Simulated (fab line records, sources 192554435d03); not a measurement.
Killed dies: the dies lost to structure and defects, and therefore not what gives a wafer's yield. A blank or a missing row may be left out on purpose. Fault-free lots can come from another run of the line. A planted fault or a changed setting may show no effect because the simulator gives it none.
fab line records	flow n5_finfet
record: lots: 11	wafers: 30	last_day: 21
route steps=1938 shown BEOL_M14@1756 BEOL_M15@1774 PASSIVATION@1936
lots untouched by any fault: they come from a run of this same line in which no faults occurred
start_h: start of the lot's first displayed wafer, in hours after the record's first day	wait_h: hours from the lot's prior step to this one	" same as the row above	L1.1+2: a row that stands for several wafers	- value missing, or start not given	* or withheld: withheld	< > ~ a bound
route shown NAME@n: NAME is a module with steps in the file, n the number in the route of the first one	usual: average and standard deviation across the fault-free wafers	same: alike in all rows	chamber/n: place in a boat	sites: readings site by site	_std_site: the values' standard deviation	_edge_site: outer sites' mean less inner sites'	radius_mm: for every site, how far away it sits from the centre of the wafer	mask NAME#n: copy n	behind: the last tool/chamber to shape the wafer	hold: cause of the lot's hold/its duration in hours/its outcome	device: which transistor (n, p or np) failed to switch	end of line: the tests these same wafers got at the end of their route	for a step that has no rows: nothing shown but its recipe	killed: not the wafer's yield, but the dies lost to structure and defects at the first sort	map: a wafer's dies, marking killed ones x, the rest . and places with no die _
set.NAME: setting as actually run; set.NAME@STEP: the setting as run at that earlier step	model.NAME: the simulator's own value behind a step, which no gauge read
the route's steps for a sample of lots (tables are steps, rows are wafers)
services: from which hour (start_h, from the record's first day; less than 0 if before it) a tool's chamber was out of use, for how many hours, and why
== steps ==
step: N5_BEOL_M14_STRIP_37
recipe: chemistry: O2	power_w: 600	temp_c: 60	pressure_mtorr: 30	rf_frequency_hz: 6e+07	bias_power_w: 0	overash_fraction: 0.3	o2_flow_sccm: 225
usual: chamber_pressure_mTorr: 30.00/0.058	drypump_motor_current_A: 5.9/0.44	oes_product_au: 0.80/0.065	rf_vpp_V: 3.7/0.93	showerhead_plenum_p_Torr: 2.12/0.064	throttle_valve_pct: 16.60/0.16
same: overash_fraction: 0.3
lot.wafer	tool	chamber	start_h	wait_h	chamber_pressure_mTorr	drypump_motor_current_A	oes_product_au	rf_hours_counter_h	rf_vpp_V	showerhead_plenum_p_Torr	throttle_valve_pct
L784.3	rie_diel-04	0	358.68	6.1	30.04	5.1	0.87	37	4.6	2.05	16.60
L784.4	"	3	"	"	29.95	5.6	0.93	18	4.4	2.13	16.34
L784.5	"	1	"	"	29.89	6.3	0.85	-	4.6	2.13	16.71
L785.1	rie_diel-05	3	358.90	4.6	29.99	6.7	0.79	93	4.0	2.23	16.72
L785.4	"	1	"	"	29.97	6.2	0.83	88	4.1	2.21	16.77
L785.5	"	2	"	"	30.05	5.8	0.79	-	2.7	2.08	16.46
L787.2	rie_diel-05	2	366.91	3.5	30.05	5.7	0.78	119	3.3	2.08	16.47
L787.6	"	3	"	"	29.96	6.8	0.79	-	4.3	2.23	16.70
L788.1	rie_diel-01	3	367.29	3.1	29.99	6.4	0.68	245	3.9	2.07	16.65
L788.4	"	3	"	"	29.91	6.4	0.70	-	2.9	2.07	16.66
L788.6	"	1	"	"	30.03	5.9	0.86	-	1.3	2.07	16.72
L790.4	rie_diel-04	2	391.10	2.0	29.98	5.7	0.72	174	3.8	2.06	16.48
L790.5	"	2	"	"	29.99	5.7	0.72	-	2.6	2.06	16.51
L796.3	rie_diel-01	2	407.56	2.8	30.06	5.5	0.91	17	3.7	2.04	16.24
L796.5	"	1	"	"	30.04	5.9	0.84	-	2.7	2.06	16.76
L796.6	"	0	"	"	29.98	6.2	0.74	-	2.3	2.17	16.70
L799.1	rie_diel-04	1	425.10	2.6	30.13	6.3	0.85	95	3.5	2.13	16.80
L799.2	"	3	"	"	30.03	5.6	0.88	42	4.8	2.12	16.43
L799.5	"	1	"	"	29.97	6.3	0.84	-	2.8	2.12	16.79
L797.1	rie_diel-05	1	431.85	2.8	30.04	6.2	0.78	115	2.1	2.20	16.87
L797.2	"	3	"	"	29.99	6.7	0.77	119	4.6	2.22	16.76
L797.6	"	3	"	"	29.95	6.7	0.78	-	3.7	2.22	16.73
L803.3	rie_diel-04	2	450.98	0.6	29.92	5.7	0.71	195	2.2	2.05	16.54
L803.6	"	2	"	"	30.05	5.7	0.71	-	4.1	2.05	16.54
L806.1	rie_diel-01	1	470.94	0.6	29.90	5.9	0.81	87	2.9	2.05	16.81
L806.5	"	1	"	"	29.99	5.9	0.82	-	5.3	2.05	16.82
L806.6	"	0	"	"	30.05	6.2	0.71	-	2.4	2.16	16.74
L807.2	rie_diel-04	0	486.85	2.6	29.99	5.1	0.81	81	2.6	2.03	16.66
L807.3	"	3	"	"	30.03	5.6	0.85	61	4.0	2.12	16.43
L807.6	"	0	"	"	30.14	5.1	0.80	-	1.7	2.03	16.67
step: N5_BEOL_M15_THK_MEAS_01
recipe: reads: SiO2_of_BEOL_M15_ILD_DEP_00
usual: M15_ILD_THK: 1626/23
lot.wafer	tool	chamber	start_h	wait_h	M15_ILD_THK[nm]
L784.3	film_metro-01	-	360.76	0.1	1605
L784.4	"	-	"	"	1614
L784.5	"	-	"	"	1655
L785.1	film_metro-02	-	361.03	0.1	1639
L785.4	"	-	"	"	1646
L785.5	"	-	"	"	1639
L787.2	film_metro-02	-	369.07	0.1	1599
L787.6	"	-	"	"	1660
L788.1	film_metro-01	-	369.74	0.1	1634
L788.4	"	-	"	"	1662
L788.6	"	-	"	"	1643
L790.4	film_metro-01	-	393.19	0.0	1616
L790.5	"	-	"	"	1624
L796.3	film_metro-02	-	409.77	0.1	1603
L796.5	"	-	"	"	1616
L796.6	"	-	"	"	1623
L799.1	film_metro-01	-	427.04	0.1	1618
L799.2	"	-	"	"	1627
L799.5	"	-	"	"	1666
L797.1	film_metro-02	-	434.02	0.1	1619
L797.2	"	-	"	"	1629
L797.6	"	-	"	"	1644
L803.3	film_metro-01	-	454.15	0.1	1624
L803.6	"	-	"	"	1626
L806.1	film_metro-01	-	473.55	0.1	1627
L806.5	"	-	"	"	1660
L806.6	"	-	"	"	1659
L807.2	film_metro-02	-	489.90	0.3	1629
L807.3	"	-	"	"	1648
L807.6	"	-	"	"	1617
step: N5_BEOL_M15_ETCH_59
recipe: chemistry: N2/H2	target: BARC	target_depth_a: 890	overetch_a: 267	time_s: 67.9	ion_energy_ev: 200	pressure_mtorr: 30	source_w: 840	bias_w: 150	n2_flow_sccm: 200	h2_flow_sccm: 200
usual: drypump_motor_current_A: 5.7/0.41	oes_product_au: 0.67/0.069	rf_vpp_V: 524.0/2.8	showerhead_plenum_p_Torr: 2.54/0.11	throttle_valve_pct: 17.79/0.29
lot.wafer	tool	chamber	start_h	wait_h	drypump_motor_current_A	oes_product_au	rf_hours_counter_h	rf_vpp_V	showerhead_plenum_p_Torr	throttle_valve_pct
L784.3	rie_diel-03	1	361.32	0.0	6.0	0.79	20	525.5	2.60	17.48
L784.4	"	0	"	"	5.3	0.72	44	522.4	2.47	17.75
L784.5	"	3	"	"	6.5	0.61	-	524.3	2.52	17.77
L785.1	rie_diel-02	2	361.46	0.0	5.8	0.58	241	518.9	2.42	18.31
L785.4	"	3	"	"	5.4	0.66	-	528.1	2.67	17.62
L785.5	"	2	"	"	5.8	0.58	-	520.1	2.42	18.31
L787.2	rie_diel-02	2	369.62	0.0	5.8	0.58	245	520.6	2.42	18.31
L787.6	"	2	"	"	5.8	0.58	-	520.2	2.42	18.32
L788.1	rie_diel-06	3	370.80	0.0	5.4	0.75	51	529.0	2.71	18.20
L788.4	"	0	"	"	5.7	0.73	65	522.0	2.46	17.38
L788.6	"	0	"	"	5.7	0.74	-	522.8	2.46	17.38
L790.4	rie_diel-06	3	393.74	0.0	5.3	0.74	59	527.6	2.70	18.22
L790.5	"	2	"	"	5.8	0.59	-	525.9	2.61	17.57
L796.3	rie_diel-02	2	410.32	0.0	5.9	0.85	3	529.3	2.73	17.97
L796.5	"	3	"	"	5.4	0.66	-	526.3	2.66	17.67
L796.6	"	0	"	"	5.8	0.64	-	520.7	2.42	17.81
L799.1	rie_diel-02	0	427.59	0.0	5.8	0.64	154	521.3	2.42	17.83
L799.2	"	3	"	"	5.4	0.65	122	526.3	2.66	17.67
L799.5	"	0	"	"	5.8	0.65	-	520.6	2.41	17.82
L797.1	rie_diel-02	2	434.50	0.0	5.9	0.82	11	529.6	2.73	18.00
L797.2	"	1	"	"	4.9	0.61	222	522.5	2.50	18.24
L797.6	"	0	"	"	5.8	0.64	-	521.3	2.41	17.85
L803.3	rie_diel-03	0	457.31	0.0	5.2	0.68	75	521.3	2.46	17.80
L803.6	"	2	"	"	6.0	0.77	-	528.7	2.71	17.32
L806.1	rie_diel-03	3	474.60	0.0	6.5	0.59	222	522.9	2.50	17.82
L806.5	"	0	"	"	5.3	0.68	-	521.4	2.46	17.81
L806.6	"	1	"	"	5.9	0.75	-	525.4	2.58	17.56
L807.2	rie_diel-03	1	490.33	0.0	5.9	0.74	60	524.1	2.58	17.58
L807.3	"	3	"	"	6.4	0.59	227	522.4	2.50	17.84
L807.6	"	3	"	"	6.5	0.59	-	522.6	2.50	17.83
step: N5_BEOL_M15_STRIP_63
recipe: chemistry: O2	power_w: 600	temp_c: 60	pressure_mtorr: 30	rf_frequency_hz: 6e+07	bias_power_w: 0	overash_fraction: 0.3	o2_flow_sccm: 225
usual: chamber_pressure_mTorr: 30.00/0.048	drypump_motor_current_A: 5.7/0.41	oes_product_au: 0.78/0.085	rf_vpp_V: 3.6/0.75	showerhead_plenum_p_Torr: 2.10/0.083	throttle_valve_pct: 16.6/0.32
same: overash_fraction: 0.3
lot.wafer	tool	chamber	start_h	wait_h	chamber_pressure_mTorr	drypump_motor_current_A	oes_product_au	rf_hours_counter_h	rf_vpp_V	showerhead_plenum_p_Torr	throttle_valve_pct
L784.3	rie_diel-03	1	361	-	30.04	5.9	0.91	20	4.1	2.13	16.3
L784.4	"	0	"	"	29.96	5.2	0.84	44	3.4	2.03	16.6
L784.5	"	3	"	"	30.01	6.5	0.70	-	4.1	2.09	16.8
L785.1	rie_diel-02	2	361	-	30.05	5.9	0.67	241	2.9	1.98	17.1
L785.4	"	3	"	"	29.91	5.4	0.77	-	3.5	2.22	16.5
L785.5	"	2	"	"	30.05	5.9	0.66	-	3.3	1.98	17.1
L787.2	rie_diel-02	2	369	-	30.04	5.9	0.66	245	4.5	1.98	17.1
L787.6	"	2	"	"	30.06	5.8	0.66	-	2.9	1.98	17.1
L788.1	rie_diel-06	3	371	-	29.98	5.4	0.86	51	4.5	2.19	16.7
L788.4	"	0	"	"	29.99	5.7	0.88	65	5.2	2.06	16.4
L788.6	"	0	"	"	29.96	5.7	0.88	-	4.1	2.06	16.4
L790.4	rie_diel-06	3	394	-	30.02	5.4	0.86	59	3.3	2.19	16.7
L790.5	"	2	"	"	30.00	5.8	0.67	-	3.3	2.13	16.3
L796.3	rie_diel-02	2	410	-	39.02	5.9	0.96	3	3.5	2.24	16.7
L796.5	"	3	"	"	39.02	5.4	0.75	-	3.2	2.21	16.5
L796.6	"	0	"	"	39.01	5.8	0.75	-	3.6	2.00	16.7
L799.1	rie_diel-02	0	427	-	39.01	5.8	0.75	155	4.2	1.99	16.7
L799.2	"	3	"	"	38.95	5.4	0.75	122	5.2	2.21	16.5
L799.5	"	0	"	"	38.94	5.8	0.74	-	2.2	1.99	16.7
L797.1	rie_diel-02	2	434	-	39.05	5.8	0.95	12	3.3	2.23	16.7
L797.2	"	1	"	"	39.08	4.8	0.70	223	3.4	2.10	17.2
L797.6	"	0	"	"	38.99	5.8	0.75	-	3.8	1.99	16.7
L803.3	rie_diel-03	0	457	-	30.04	5.2	0.82	75	2.4	2.02	16.7
L803.6	"	2	"	"	30.01	6.0	0.90	-	2.7	2.23	16.1
L806.1	rie_diel-03	3	474	-	29.97	6.5	0.67	222	3.1	2.08	16.8
L806.5	"	0	"	"	29.99	5.2	0.80	-	3.5	2.02	16.7
L806.6	"	1	"	"	29.93	5.9	0.86	-	3.8	2.12	16.3
L807.2	rie_diel-03	1	490	-	30.01	5.9	0.86	60	3.2	2.12	16.3
L807.3	"	3	"	"	29.95	6.4	0.66	228	2.7	2.08	16.8
L807.6	"	3	"	"	30.05	6.5	0.67	-	4.6	2.08	16.8
step: N5_PASSIVATION_PROBE_49
usual: defect_limited_yield: 91.1/1.4	killed_at_M0_to_M3: 34/9.6	killed_at_M4_up: 15/5.3	killed_at_contacts: 12/6.1	killed_at_front_end: 40/11	killed_at_other: 3.5/2.8	killed_dies: 105/17	killed_on_rim: 14/4.3	killed_open: 70/12	killed_short: 34/7.7	sort_bin_4_leakage: 0.01/0.07	sort_bin_5_function: 5.2/0.97	sort_bin_6_memory: 3.4/0.62	sort_bin_8_speed: 0.00/0.023	sort_n_pass: 1075/17	sort_yield_pct: 91.1/1.4
same: gross_dies: 1180	killed_at_back_side: 0
lot.wafer	tool	chamber	start_h	wait_h	defect_limited_yield[%]	killed_at_M0_to_M3	killed_at_M4_up	killed_at_contacts	killed_at_front_end	killed_at_other	killed_dies	killed_on_rim	killed_open	killed_short	sort_bin_4_leakage[%]	sort_bin_5_function[%]	sort_bin_6_memory[%]	sort_bin_8_speed[%]	sort_n_pass	sort_yield_pct[%]
L784.3	prober-02	-	384.88	0.1	92.6	29	13	14	28	3	87	15	59	27	0	4.9	2.3	0	1093	92.6
L784.4	prober-02	-	384.93	0.2	90.6	38	20	10	42	1	111	16	68	40	0	5.4	3.7	0	1069	90.6
L784.5	prober-02	-	384.98	0.2	90.8	42	12	16	38	1	109	17	71	37	0	4.9	3.7	0	1071	90.8
L785.1	prober-01	-	387.83	0.0	90.9	17	22	3	51	14	107	17	69	34	0	5.2	3.8	0	1073	90.9
L785.4	prober-01	-	387.98	0.2	91.2	41	14	3	39	7	104	10	71	32	0.59	5.0	3.2	0	1069	90.6
L785.5	prober-01	-	388.03	0.2	93.5	18	9	3	47	0	77	11	52	20	0	3.5	2.8	0	1103	93.5
L787.2	prober-01	-	392.31	0.1	90.6	37	20	11	41	2	111	14	84	25	0	6.4	2.9	0	1069	90.6
L787.6	prober-01	-	392.51	0.3	89.7	35	17	23	45	2	122	10	74	45	0	6.4	3.7	0	1058	89.7
L790.4	prober-01	-	412.34	0.2	90.8	45	14	12	26	12	109	15	71	36	0	5.9	3.1	0	1071	90.8
L790.5	prober-01	-	412.39	0.2	89.6	52	10	14	43	4	123	18	81	41	0	5.8	4.2	0	1057	89.6
L796.3	prober-01	-	433.54	0.1	90.8	32	21	21	30	5	109	16	74	34	0	5.8	3.3	0	1071	90.8
L796.5	prober-01	-	433.64	0.2	90.8	45	13	13	36	2	109	8	75	34	0	5.4	3.5	0	1071	90.8
L796.6	prober-01	-	433.69	0.3	92.5	32	20	21	16	0	89	14	62	27	0	4.3	3.1	0	1091	92.5
L797.1	prober-01	-	454.47	0.3	89.6	48	15	27	33	0	123	15	92	31	0	6.4	3.9	0	1057	89.6
L797.2	prober-01	-	454.52	0.3	89.7	41	15	18	47	0	121	19	86	35	0	6.2	3.8	0	1059	89.7
L797.6	prober-01	-	454.72	0.5	90.5	42	17	21	29	3	112	15	78	34	0	5.3	4.2	0	1068	90.5
L803.3	prober-01	-	480.44	0.1	89.4	43	13	12	55	2	125	18	84	41	0	5.3	5.2	0	1055	89.4
L803.6	prober-01	-	480.59	0.3	89.2	37	16	17	55	3	128	25	86	41	0	6.7	3.7	0	1052	89.2
killed by level:class
L784.3 MOL_CONTACT_COAG:geometric_particle:open=8 BEOL_M0_SAQP:geometric_particle:short=8 FIN_SAQP:geometric_particle:open=7 BEOL_M0_SAQP:geometric_particle:open=7 DUMMY_GATE:geometric_particle:open=6 MOL_CONTACT_COAG:geometric_particle:short=6 BEOL_M4:geometric_particle:open=6 BEOL_M0:geometric_particle:open=5
L784.4 FIN_SAQP:geometric_particle:open=13 BEOL_M3:geometric_particle:open=10 FIN_SAQP:geometric_particle:short=8 BEOL_M4:geometric_particle:open=8 BEOL_M0_SAQP:geometric_particle:short=8 MOL_CONTACT_COAG:geometric_particle:open=6 BEOL_M0_SAQP:geometric_particle:open=6 BEOL_M1:geometric_particle:open=6
L784.5 BEOL_M0_SAQP:geometric_particle:open=16 BEOL_M0_SAQP:geometric_particle:short=15 FIN_SAQP:geometric_particle:open=14 MOL_CONTACT_COAG:geometric_particle:open=13 FIN_SAQP:geometric_particle:short=9 BEOL_M4:geometric_particle:open=7 FIN_CUT:geometric_particle:open=4 MOL_CONTACT_COAG:geometric_particle:short=3
L785.1 FIN_SAQP:geometric_particle:open=10 BEOL_M4:geometric_particle:open=9 FIN_SAQP:geometric_particle:short=8 GATE_CUT:geometric_particle:open=8 STI_FIN_REVEAL:geometric_particle:open=6 MIM_TOP_ETCH:geometric_particle:open=6 GATE_CUT:geometric_particle:short=5 BEOL_M1:geometric_particle:open=5
L785.4 BEOL_M0_SAQP:geometric_particle:open=16 STI_FIN_REVEAL:geometric_particle:open=10 BEOL_M1:geometric_particle:open=9 FIN_SAQP:geometric_particle:open=8 GATE_CUT:geometric_particle:short=5 BEOL_M0_SAQP:geometric_particle:short=5 BEOL_M2:geometric_particle:short=4 BEOL_M4:geometric_particle:short=4
L785.5 FIN_SAQP:geometric_particle:open=19 FIN_SAQP:geometric_particle:short=9 DUMMY_GATE:geometric_particle:open=4 BEOL_M3:geometric_particle:open=4 SDB:coat_microbubble_printed=4 STI_FIN_REVEAL:geometric_particle:open=3 BEOL_M0_SAQP:geometric_particle:short=3 BEOL_M2:geometric_particle:open=3
L787.2 BEOL_M4:geometric_particle:open=17 BEOL_M3:geometric_particle:open=15 FIN_SAQP:geometric_particle:open=11 MOL_CONTACT_COAG:geometric_particle:open=8 BEOL_M0_SAQP:geometric_particle:open=7 STI_FIN_REVEAL:geometric_particle:open=6 DUMMY_GATE:geometric_particle:open=6 FIN_SAQP:geometric_particle:short=4
L787.6 MOL_CONTACT_COAG:geometric_particle:open=15 BEOL_M3:geometric_particle:open=12 BEOL_M0_SAQP:geometric_particle:short=9 BEOL_M4:geometric_particle:open=9 MOL_CONTACT_COAG:geometric_particle:short=8 STI_FIN_REVEAL:geometric_particle:open=7 FIN_SAQP:geometric_particle:open=6 STI_FIN_REVEAL:geometric_particle:short=5
L790.4 BEOL_M3:geometric_particle:open=12 BEOL_M4:geometric_particle:open=11 BEOL_M0_SAQP:geometric_particle:short=10 MOL_CONTACT_COAG:geometric_particle:open=10 BEOL_M1:geometric_particle:open=9 BEOL_M0_SAQP:geometric_particle:open=6 MIM_TOP_ETCH:geometric_particle:short=5 STI_FIN_REVEAL:geometric_particle:open=4
L790.5 BEOL_M0_SAQP:geometric_particle:short=15 STI_FIN_REVEAL:geometric_particle:open=14 MOL_CONTACT_COAG:geometric_particle:open=13 BEOL_M2:geometric_particle:open=11 BEOL_M0_SAQP:geometric_particle:open=9 GATE_CUT:geometric_particle:short=7 BEOL_M1:geometric_particle:open=6 BEOL_M3:geometric_particle:open=6
L796.3 MOL_CONTACT_COAG:geometric_particle:open=15 STI_FIN_REVEAL:geometric_particle:open=14 BEOL_M4:geometric_particle:open=13 BEOL_M3:geometric_particle:open=11 BEOL_M0_SAQP:geometric_particle:short=7 GATE_CUT:geometric_particle:short=6 MOL_CONTACT_COAG:geometric_particle:short=6 BEOL_M2:geometric_particle:open=6
L796.5 BEOL_M3:geometric_particle:open=18 BEOL_M2:geometric_particle:open=10 MOL_CONTACT_COAG:geometric_particle:open=9 GATE_CUT:geometric_particle:short=8 GATE_CUT:geometric_particle:open=6 BEOL_M0_SAQP:geometric_particle:open=6 BEOL_M4:geometric_particle:open=6 STI_FIN_REVEAL:geometric_particle:open=5
L796.6 MOL_CONTACT_COAG:geometric_particle:open=14 BEOL_M3:geometric_particle:open=12 BEOL_M4:geometric_particle:open=8 MOL_CONTACT_COAG:geometric_particle:short=7 BEOL_M2:geometric_particle:open=7 STI_FIN_REVEAL:geometric_particle:open=4 BEOL_M1:geometric_particle:open=4 BEOL_M5:geometric_particle:open=4
L797.1 MOL_CONTACT_COAG:geometric_particle:open=23 STI_FIN_REVEAL:geometric_particle:open=10 BEOL_M1:geometric_particle:open=10 BEOL_M0:geometric_particle:open=7 BEOL_M0_SAQP:geometric_particle:short=7 BEOL_M4:geometric_particle:open=7 BEOL_M3:geometric_particle:open=6 BEOL_M2:geometric_particle:open=6
L797.2 MOL_CONTACT_COAG:geometric_particle:open=15 DUMMY_GATE:geometric_particle:open=12 BEOL_M4:geometric_particle:open=10 BEOL_M1:geometric_particle:open=8 BEOL_M0_SAQP:geometric_particle:open=8 BEOL_M3:geometric_particle:open=7 FIN_SAQP:geometric_particle:open=6 BEOL_M2:geometric_particle:open=6
L797.6 MOL_CONTACT_COAG:geometric_particle:open=20 BEOL_M2:geometric_particle:open=13 FIN_SAQP:geometric_particle:short=9 BEOL_M1:geometric_particle:open=9 BEOL_M4:geometric_particle:open=7 BEOL_M0_SAQP:geometric_particle:short=5 BEOL_M3:geometric_particle:open=5 FIN_SAQP:geometric_particle:open=3
L803.3 STI_FIN_REVEAL:geometric_particle:open=13 MOL_CONTACT_COAG:geometric_particle:open=12 BEOL_M2:geometric_particle:open=12 FIN_SAQP:geometric_particle:short=9 BEOL_M0_SAQP:geometric_particle:open=8 BEOL_M0_SAQP:geometric_particle:short=8 BEOL_M4:geometric_particle:open=8 FIN_SAQP:geometric_particle:open=7
L803.6 FIN_SAQP:geometric_particle:open=19 FIN_SAQP:geometric_particle:short=15 MOL_CONTACT_COAG:geometric_particle:open=13 BEOL_M0_SAQP:geometric_particle:open=10 BEOL_M2:geometric_particle:open=9 STARTING-WAFER:geometric_particle:open=6 MOL_CONTACT_COAG:geometric_particle:short=4 BEOL_M0:geometric_particle:open=4
== services ==
tool	chamber	start_h	hours	kind
rie_diel-04	2	339.41	7.8	repair
rie_diel-06	2	340.34	7.7	repair
rie_diel-02	1	357.58	23.7	repair
rie_diel-02	-	358.10	0.8	repair
rie_diel-05	0	359.21	8.0	repair
rie_diel-03	2	363.34	-	clean
rie_diel-03	2	363.34	-	consumable_replace:focus_ring
rie_diel-03	2	363.34	-	consumable_replace:showerhead
rie_diel-03	2	363.34	22.2	scheduled_down
rie_diel-03	2	363.34	22.2	vent_cycle
rie_diel-02	2	383.25	-	clean
rie_diel-02	2	383.25	-	consumable_replace:focus_ring
rie_diel-02	2	383.25	-	consumable_replace:showerhead
rie_diel-02	2	383.25	17.0	scheduled_down
rie_diel-02	2	383.25	17.0	vent_cycle
rie_diel-05	-	410.63	0.9	repair
rie_diel-01	3	432.33	4.8	repair
rie_diel-05	1	452.35	1.3	repair
rie_diel-06	2	454.70	-	clean
rie_diel-06	2	454.70	-	consumable_replace:focus_ring
rie_diel-03	1	455.53	2.6	repair
rie_diel-04	3	460.95	2.6	repair
rie_diel-01	2	468.26	16.2	repair
rie_diel-03	2	474.60	14.4	repair
== key ==
first_sign: step: N5_BEOL_M15_STRIP_63	reading: chamber_pressure_mTorr	direction: up	sigmas: 99+	usual: *	struck: *
effect none on later readings
met_at N5_BEOL_M15_STRIP_63
struck_lots L796,L797,L799
not_acting_at N5_BEOL_M14_STRIP_37,N5_BEOL_M15_THK_MEAS_01,N5_BEOL_M15_ETCH_59
onset_between 369 410
fault: kind: process_parameter_drift	tool: rie_diel-02	chamber: -	onset_h: 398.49	steps: N5_BEOL_M15_STRIP_63	channel: pressure_mtorr	offset: *	shape: step	end_h: 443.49	acts_in: *	stated: *
